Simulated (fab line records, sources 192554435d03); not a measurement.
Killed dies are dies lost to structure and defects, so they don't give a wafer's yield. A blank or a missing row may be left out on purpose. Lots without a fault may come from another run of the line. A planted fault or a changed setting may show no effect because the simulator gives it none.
fab line records | flow n5_finfet | part 1 of 2: steps 1 to 35 of 36
record lots=5 wafers=15 last_day=21
route steps=1938 shown SD_EPI_P@296 SD_ACTIVATION@330 ILD0@335 BEOL_M4@1111 PASSIVATION@1936
lots that met no fault: from a run of the same line without faults
start_h: hours from the record's first day to the start of the lot's first wafer shown | wait_h: hours since the lot's step before | " the same as in the row above | L1.1+2: a row that stands for several wafers | - no value, or no start given | * or withheld: withheld | < > ~ a bound
route shown NAME@n: a module of which the file shows steps, and the number in the route of the first | usual: mean/standard deviation of fault-free wafers | same: alike in all rows | chamber/n: place in a boat | sites: the reading at each site | _std_site: their standard deviation | _edge_site: outer sites' mean less inner sites' | radius_mm: how far each site lies from the wafer's centre | mask NAME#n: copy n | behind: the tool/chamber that last shaped the wafer | hold: why the lot was held/for how many hours/how that ended | device: the transistor (n, p or np) that didn't switch | end of line: the same wafers' tests at the end of the route | a step without rows: its recipe alone | killed: dies lost to structure and defects at the first sort, not the wafer's yield | map: a wafer's dies, x killed, . not, _ none there
set.NAME: the setting as run; set.NAME@STEP: as run at that earlier step | model.NAME: the simulator's own value behind a step, which no gauge read
lots at some steps of the route; a table a step, a row a wafer
services: from which hour (start_h, from the record's first day; less than 0 if before it) a tool's chamber was out of use, for how many hours, and why
## steps
# step N5_SD_EPI_P_COAT_35
# recipe resist=SiARC temp_c=220 time_s=60 spin_rpm=1500 resist_thk_nm=35
# step N5_SD_EPI_P_COAT_03
# recipe resist=CAR-ArF-block spin_rpm=1500 resist_thk_nm=150
# step N5_SD_EPI_P_EBR_05
# recipe solvent=PGMEA ebr_width_mm=1.5
# step N5_SD_EPI_P_SOFTBAKE_04
# recipe temp_c=110 time_s=60 resist=CAR-ArF-block
# step N5_SD_EPI_P_EXPOSE_06
# recipe mask_id=SD_P_BLK na=1.35 source_shape=conventional sigma_outer=0.8 polarization=unpolarized target_cd_nm=240 dose_mj=39.5
# step N5_SD_EPI_P_PEB_07
# recipe peb_temp_c=110 peb_time_s=60 resist=CAR-ArF-block
# step N5_SD_EPI_P_DEVELOP_08
# recipe develop_time_s=30 developer=TMAH resist=CAR-ArF-block dev_temp_c=23 rinse_liquid=diw dry=air_spin
# step N5_SD_EPI_P_DESCUM_14
# recipe chemistry=O2 time_s=7.9 source_power_w=50 bias_power_w=20 pressure_mtorr=20 rf_frequency_hz=2.712e+07 temp_c=40 resist=CAR-ArF-block o2_flow_sccm=225
# step N5_SD_EPI_P_ETCH_36
# recipe chemistry=CF4 target=SiARC target_depth_a=455 mask_material=CAR-ArF-block time_s=75.8 ion_energy_ev=80 pressure_mtorr=40 source_w=545 bias_w=36 Ar_flow_sccm=100 cf4_flow_sccm=100 ends=cleared
# step N5_SD_EPI_P_ETCH_37
# recipe chemistry=N2/H2 target=SOC overetch_a=1080 mask_material=SiARC temp_c=40 ion_energy_ev=100 source_w=3000 bias_w=133 pressure_mtorr=20 time_s=486 n2_flow_sccm=200 h2_flow_sccm=200 ends=end_point
# usual drypump_motor_current_A=5.7/0.37 oes_product_au=0.72/0.08 rf_fwd_power_W=2997/8.8 rf_vpp_V=241.2/1.5 showerhead_plenum_p_Torr=2.58/0.11 throttle_valve_pct=23.8/0.45
# columns lot.wafer tool chamber start_h wait_h drypump_motor_current_A oes_product_au rf_fwd_power_W rf_hours_counter_h rf_vpp_V showerhead_plenum_p_Torr throttle_valve_pct model.SD_EPI_P.cd_nm model.SiARC_of_SD_EPI_P_COAT_35.thk_nm
L259.3 rie_diel-03 3 105.81 0.0 5.2 0.84 3001 12 242.0 2.72 23.9 240.8 19.4
L259.4 " 1 " " 5.8 0.64 3005 200 242.3 2.60 24.4 240.6 19.4
L259.6 " 2 " " 6.2 0.80 3008 - 243.4 2.71 23.9 240.8 19.2
L263.4 rie_diel-03 0 118.85 0.0 6.2 0.63 3002 101 241.6 2.56 23.2 233.6 25
L263.5 " 2 " " 6.3 0.65 2997 - 243.5 2.71 23.8 234.8 25.8
L263.6 " 1 " " 5.9 0.64 2993 - 242.1 2.60 24.4 241.2 19.4
L265.1 rie_diel-03 1 130.57 0.0 5.8 0.53 2998 206 242.7 2.60 24.4 234.4 25.8
L265.4 " 3 " " 5.2 0.69 2998 18 242.5 2.72 23.9 234 25.8
L265.6 " 2 " " 6.3 0.79 2991 - 242.8 2.71 23.9 242.2 19.2
L268.1 rie_diel-03 3 148.92 0.0 5.2 0.68 2996 20 242.9 2.72 23.9 234 26.2
L268.3 " 2 " " 6.3 0.79 2998 51 241.6 2.71 23.9 241.2 19.2
L268.6 " 3 " " 5.2 0.83 3004 - 242.2 2.72 23.9 240.8 19.8
L273.1 rie_diel-02 3 180.50 0.0 5.9 0.67 2997 165 241.8 2.64 23.8 240.6 19.6
L273.4 " 0 " " 5.8 0.61 3000 236 239.4 2.53 24.7 239.6 20
L273.6 " 2 " " 5.7 0.69 2997 - 238.3 2.32 23.6 241 19.6
# step N5_SD_EPI_P_STRIP_38
# recipe chemistry=N2/H2 temp_c=40 n2_flow_sccm=200 h2_flow_sccm=200 rf_frequency_hz=6e+07
# step N5_SD_EPI_P_ETCHBACK_46
# recipe chemistry=CH3F/O2 mode=anisotropic_etchback target=SiNx target_depth_a=175 stop_on=SiO2 over_etch_frac=0.3 ion_energy_ev=120 pressure_mtorr=30 source_w=395 bias_w=73 Ar_flow_sccm=150 CH3F_flow_sccm=30 O2_flow_sccm=20
# usual drypump_motor_current_A=5.7/0.36 oes_f_703_au=0.82/0.096 oes_product_au=0.69/0.077 rf_fwd_power_W=393.4/1.2 rf_vpp_V=296/5.4 showerhead_plenum_p_Torr=2.03/0.072 throttle_valve_pct=16.27/0.28
# columns lot.wafer tool chamber start_h wait_h drypump_motor_current_A oes_f_703_au oes_product_au rf_fwd_power_W rf_hours_counter_h rf_vpp_V showerhead_plenum_p_Torr throttle_valve_pct
L259.3 rie_diel-03 3 106.14 0.0 5.2 0.98 0.82 393.5 12 294 2.14 16.21
L259.4 " 1 " " 5.8 0.74 0.61 394.1 201 295 2.06 16.79
L259.6 " 2 " " 6.2 0.91 0.76 392.9 - 297 2.10 15.99
L263.4 rie_diel-03 0 119.17 0.0 6.2 0.87 0.29 392.0 101 304 2.00 15.88
L263.5 " 2 " " 6.2 0.90 0.33 395.0 - 298 2.10 15.94
L263.6 " 1 " " 5.8 0.74 0.61 392.3 - 295 2.06 16.79
L265.1 rie_diel-03 1 130.90 0.0 5.8 0.74 0.27 391.9 206 294 2.06 16.77
L265.4 " 3 " " 5.2 0.96 0.35 395.5 18 293 2.14 16.16
L265.6 " 2 " " 6.2 0.90 0.75 393.3 - 298 2.09 15.98
L268.1 rie_diel-03 3 149.24 0.0 5.2 0.96 0.35 393.2 20 295 2.14 16.16
L268.3 " 2 " " 6.2 0.91 0.74 393.3 51 299 2.09 16.03
L268.6 " 3 " " 5.2 0.96 0.79 392.4 - 294 2.14 16.22
L273.1 rie_diel-02 3 180.83 0.0 5.8 0.73 0.64 394.3 166 304 2.07 16.27
L273.4 " 0 " " 5.8 0.67 0.58 393.7 236 290 1.99 16.73
L273.6 " 2 " " 5.7 0.81 0.67 392.5 - 290 1.86 16.43
# step N5_SD_EPI_P_ETCH_47
# recipe chemistry=CH3F/O2 target=SiOCN target_depth_a=250 mask_material=SOC ion_energy_ev=60 bias_w=29 pressure_mtorr=30 source_w=410 Ar_flow_sccm=150 CH3F_flow_sccm=30 O2_flow_sccm=20
# step N5_SD_EPI_P_ETCH_16
# recipe chemistry=CHF3/O2 target=SiO2 target_depth_a=50 mask_material=SOC pressure_mtorr=30 source_w=650 bias_w=170 Ar_flow_sccm=200 CHF3_flow_sccm=50 O2_flow_sccm=5 ion_energy_ev=200
# usual drypump_motor_current_A=5.7/0.37 oes_f_703_au=0.82/0.091 oes_product_au=0.81/0.094 rf_fwd_power_W=643.4/2.6 rf_vpp_V=521/9.7 showerhead_plenum_p_Torr=2.44/0.083 throttle_valve_pct=18.82/0.27
# columns lot.wafer tool chamber start_h wait_h drypump_motor_current_A oes_f_703_au oes_product_au rf_fwd_power_W rf_hours_counter_h rf_vpp_V showerhead_plenum_p_Torr throttle_valve_pct model.SiARC_of_SD_EPI_P_COAT_35.thk_nm
L259.3 rie_diel-03 3 106.34 0.1 5.1 0.96 0.95 639.6 12 517 2.57 18.76 11.2
L259.4 " 1 " " 5.7 0.75 0.72 644.8 201 517 2.47 19.29 11.4
L259.6 " 2 " " 6.2 0.90 0.90 640.7 - 525 2.53 18.56 11
L263.4 rie_diel-03 0 119.37 0.1 6.1 0.87 0.85 643.5 101 534 2.41 18.44 16.2
L263.5 " 2 " " 6.2 0.91 0.89 638.4 - 524 2.52 18.57 17.6
L263.6 " 1 " " 5.8 0.74 0.71 645.3 - 518 2.47 19.29 11.2
L265.1 rie_diel-03 1 131.10 0.1 5.8 0.74 0.71 646.1 206 518 2.47 19.28 17.8
L265.4 " 3 " " 5.2 0.95 0.94 642.2 18 516 2.57 18.77 17.6
L265.6 " 2 " " 6.3 0.90 0.89 640.4 - 525 2.52 18.58 11
L268.1 rie_diel-03 3 149.44 0.1 5.2 0.95 0.93 641.4 20 515 2.57 18.77 18
L268.3 " 2 " " 6.3 0.90 0.89 640.6 51 526 2.52 18.58 11
L268.6 " 3 " " 5.2 0.95 0.93 640.4 - 517 2.57 18.76 11.6
L273.1 rie_diel-02 3 181.03 0.1 5.8 0.75 0.74 645.8 166 536 2.48 18.77 11.4
L273.4 " 0 " " 5.8 0.68 0.67 640.2 236 511 2.40 19.25 12
L273.6 " 2 " " 5.6 0.80 0.78 644.3 - 514 2.24 19.01 11.4
# step N5_SD_EPI_P_STRIP_50
# recipe chemistry=CHF3/O2 resist=SiARC rf_frequency_hz=6e+07
# step N5_SD_EPI_P_SD_RECESS_17
# recipe chemistry=HBr/Cl2/O2 target_depth_a=391 bt_time_s=3 pressure_mtorr=10 icp_w=800 bias_w=112 HBr_flow_sccm=150 Cl2_flow_sccm=80 O2_flow_sccm=12
# usual drypump_motor_current_A=5.8/0.47 mfc_cl2_sccm=80.05/0.22 oes_product_au=1.007/0.017 rf_fwd_power_W=795.2/2.8 throttle_valve_pct=37.1/0.38
# columns lot.wafer tool chamber start_h wait_h drypump_motor_current_A mfc_cl2_sccm oes_product_au rf_fwd_power_W rf_hours_counter_h throttle_valve_pct model.SD_EPI_P.cd_nm
L259.3 rie_si-03 2 106.41 0.0 5.8 80.12 0.992 793.0 106 36.4 240.6
L259.4 " 1 " " 6.4 79.51 1.005 797.0 126 37.5 240.4
L259.6 " 2 " " 5.8 80.26 0.981 792.9 - 36.4 240.6
L263.4 rie_si-05 0 119.44 0.0 6.1 80.44 1.012 799.0 106 36.7 233.8
L263.5 " 2 " " 6.3 79.94 1.008 792.8 - 37.0 234.6
L263.6 " 3 " " 5.7 80.13 0.994 798.3 - 37.6 241.2
L265.1 rie_si-06 2 131.17 0.0 5.0 80.42 0.992 801.6 0 37.6 234.6
L265.4 " 1 " " 5.6 80.04 1.029 793.0 179 36.4 234
L265.6 " 3 " " 6.4 80.25 0.982 793.9 - 37.4 242
L268.1 rie_si-05 3 149.51 0.0 5.7 80.23 0.996 795.0 10 37.6 234
L268.3 " 0 " " 6.1 80.13 1.023 800.2 107 36.7 241
L268.6 " 0 " " 6.1 80.15 1.021 797.4 - 36.8 240.6
L273.1 rie_si-05 3 181.10 0.0 5.7 79.73 1.001 794.5 11 37.6 240.6
L273.4 " 0 " " 6.1 80.11 1.034 796.9 - 36.7 239.4
L273.6 " 3 " " 5.7 80.37 0.997 794.5 - 37.6 240.8
# step N5_SD_EPI_P_WET_ETCH_45
# recipe chemistry=dHF dilution=withheld time_s=10.7 target=SiO2 target_depth_a=20 temp_c=25 dry=ipa_marangoni rinse_time_s=30 rinse_temp_c=23
# step N5_SD_EPI_P_STRIP_40
# recipe chemistry=N2/H2 power_w=1000 temp_c=250 h2_frac=0.65 overash_fraction=0.3 pressure_mtorr=withheld n2_flow_sccm=1750 h2_flow_sccm=3250
# step N5_SD_EPI_P_PRECLEAN_52
# recipe chemistry=O3/DIW time_s=60 temp_c=22 o3_ppm=10
# step N5_SD_EPI_P_SRD_20
# recipe dry=ipa_marangoni do_ppb=5 time_s=30 temp_c=23 rinse_liquid=diw
# step N5_SD_EPI_P_PRECLEAN_51
# recipe chemistry=NF3:NH3 afs_cycles=1 temp_c=30 time_s=20 sublimation_temp_c=180 sublimation_time_s=60 pressure_torr=3 rf_power_w=30
# step N5_SD_EPI_P_VAPOR_ETCH_44
# recipe chemistry=NF3/Ar target=SiGe30 temp_c=25 time_s=3.3 mode=isotropic
# step N5_SD_EPI_P_EPI_21
# recipe material=SiGe:B dopant=B temp_c=550 pressure_torr=20 ambient=H2 time_s=355
# step N5_SD_EPI_P_HM_STRIP_48
# recipe chemistry=H3PO4 temp_c=160 material=SiNx target=SiNx target_depth_a=30 overetch_fraction=0.3
# step N5_SD_EPI_P_SRD_49
# recipe dry=ipa_marangoni time_s=30 temp_c=23 rinse_liquid=diw
# step N5_SD_EPI_P_PRECLEAN_24
# recipe chemistry=O3/DIW time_s=45 temp_c=22 o3_ppm=10
# step N5_SD_EPI_P_PRECLEAN_32
# recipe chemistry=dHF time_s=10 dilution=500:1 temp_c=25
# step N5_SD_EPI_P_PRECLEAN_33
# recipe chemistry=SC2 time_s=45 temp_c=35 mix=1:1:50
# step N5_SD_EPI_P_SRD_25
# recipe time_s=30 temp_c=23 rinse_liquid=diw dry=ipa_marangoni
# step N5_SD_ACTIVATION_RTA_00
# recipe temp_c=975 time_s=0 ambient=N2 idle_temp_c=600 ramp_up_c_per_s=150 ramp_down_c_per_s=60 cool_to_c=600
# step N5_SD_ACTIVATION_LSA_01
# recipe temp_c=1080 time_s=0.0008 ambient=N2
# step N5_ILD0_LINER_00
# recipe material=SiNx target_thk_a=40 temp_c=400 ald_precursor_family=SiH2I2 ald_co_reactant=N2/H2-plasma pulse_time_s=1 purge_time_s=2 co_reactant_purge_time_s=2 ald_cycles=80 pressure_torr=2
# step N5_ILD0_FCVD_FILL_01
# recipe material=SiO2_flowable target_thk_a=2000 temp_c=100 pressure_torr=0.8 rf_w=2000 time_s=328.3
# step N5_ILD0_CURE_02
# recipe temp_c=450 time_s=1800 ambient=steam idle_temp_c=400 ramp_up_c_per_min=5 ramp_down_c_per_min=3 densification_p_h2o_torr=640
# step N5_BEOL_M4_RC_MEAS_101
# usual DIBL_N=37.1/2.6 DIBL_P=38/3 IOFF_N=0.18/0.052 IOFF_P=0.25/0.06 ION_N=678/15 ION_P=467/8.6 SS_N=71.7/0.73 SS_P=73.7/0.89 VT_N=249/4.3 VT_P=-248/3.8
# columns lot.wafer tool chamber start_h wait_h DIBL_N[mV/V] DIBL_P[mV/V] IOFF_N[nA/um] IOFF_P[nA/um] ION_N[uA/um] ION_P[uA/um] SS_N[mV/dec] SS_P[mV/dec] VT_N[mV] VT_P[mV]
L259.3 prober-02 0 266.20 0.4 35.1 36 0.14 0.20 670 463 71.1 73.1 252 -251
L259.4 " 0 " " 36.2 39 0.16 0.25 681 474 71.8 74.2 249 -246
L259.6 " 0 " " 37.4 40 0.19 0.27 681 474 71.6 74.0 248 -245
L263.6 prober-02 0 295.13 0.8 33.8 34 0.12 0.16 644 448 71.4 72.5 255 -254
L265.6 prober-02 0 323.89 0.8 38.1 36 0.18 0.21 687 464 72.2 73.5 251 -254
L268.3 prober-01 0 342.74 0.3 40.9 43 0.27 0.40 697 481 73.0 75.1 242 -242
L268.6 " 0 " " 41.4 44 0.28 0.44 696 476 72.5 75.9 242 -240
L273.1 prober-01 0 402.57 0.0 39.9 41 0.24 0.31 703 485 71.7 75.0 244 -243
L273.4 " 0 " " 39.5 41 0.23 0.29 687 474 72.1 74.5 246 -246
L273.6 " 0 " " 39.4 39 0.21 0.24 687 469 71.5 74.3 248 -248
## key
first_sign step=N5_SD_EPI_P_ETCHBACK_46 reading=oes_product_au direction=down sigmas=4.9 usual=0.69 struck=0.32
effect step=N5_PASSIVATION_PROBE_49 reading=killed_at_front_end direction=up sigmas=94 usual=38 struck=1122
model_effect step=N5_SD_EPI_P_ETCH_37 value=SD_EPI_P.cd_nm without=241 struck=234.2
model_effect step=N5_SD_EPI_P_ETCH_16 value=SiARC_of_SD_EPI_P_COAT_35.thk_nm without=10.76 struck=17.44
model_effect step=N5_SD_EPI_P_SD_RECESS_17 value=SD_EPI_P.cd_nm without=241 struck=234.2
more_kills_born_at N5_SD_EPI_P_ETCH_37@rie_diel-03=5432
met_at N5_SD_EPI_P_ETCH_37
struck_wafers L263.4,L263.5,L265.1,L265.4,L268.1
later_rows_left_out L263.4,L263.5,L265.1,L265.4,L268.1
onset_between 105.81 118.85
fault kind=process_parameter_drift tool=rie_diel-03 chamber=- onset_h=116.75 steps=N5_SD_EPI_P_ETCH_37 channel=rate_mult offset=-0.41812 shape=step end_h=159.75 scope=struck_wafers_only
# later_rows_left_out: the simulator's readings of these wafers behind a module that went badly wrong aren't trusted and aren't shown, but for the sort
